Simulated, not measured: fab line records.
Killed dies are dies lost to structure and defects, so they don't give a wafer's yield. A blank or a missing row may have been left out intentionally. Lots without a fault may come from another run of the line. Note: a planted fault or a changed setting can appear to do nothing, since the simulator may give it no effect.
Chamber matching + flow n5Finfet + N5_BEOL_M2_CO_CAP_55 on cvdCo-01 has 3 sister chambers
The step material Co, precursor CCTBA/H2, target thk 2 nm, time 102.1 s. 3 wafers are shown with their chamber, then 8 later ones without.

## WAFERS PAIRED WITH THEIR CHAMBERS
| wafer  | chamber | heaterPowerW (W) |
|--------|---------|------------------|
| L093.4 | 1       | 226              |
| L093.5 | 0       | 230              |
| L095.1 | 2       | 272              |

## WAFERS MISSING THEIR CHAMBER
| wafer  | heaterPowerW (W) |
|--------|------------------|
| L095.2 | 227              |
| L095.3 | 222              |
| L095.4 | 226              |
| L095.5 | 275              |
| L095.6 | 225              |
| L097.1 | 273              |
| L097.3 | 224              |
| L097.5 | 275              |

## CHAMBER TAKEN BY EACH
| wafer  | from the rows above     | in truth |
|--------|-------------------------|----------|
| L095.2 | can't be placed: 1 or 0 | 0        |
| L095.3 | can't be placed: 1 or 0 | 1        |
| L095.4 | can't be placed: 1 or 0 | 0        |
| L095.5 | 2                       | 2        |
| L095.6 | can't be placed: 1 or 0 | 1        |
| L097.1 | 2                       | 2        |
| L097.3 | can't be placed: 1 or 0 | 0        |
| L097.5 | 2                       | 2        |
3 of 8 placed correctly. Can't be placed from these rows: 5 (the true chamber is among the candidates in 5). 0 placed wrongly.
How it was worked out, from the rows above alone: a wafer's distance from a chamber is the root of the sum, over the readings, of the square of ((its reading less the chamber's mean) divided by the reading's scatter). If the next closest chamber is less than 2 further off than the closest, the wafer can't be placed; otherwise it belongs to the closest. The mean given for a chamber averages the wafers shown for that chamber. The scatter: with one shown wafer a chamber, the root of the mean of the squares of how far each hidden wafer lies from its nearest shown one.
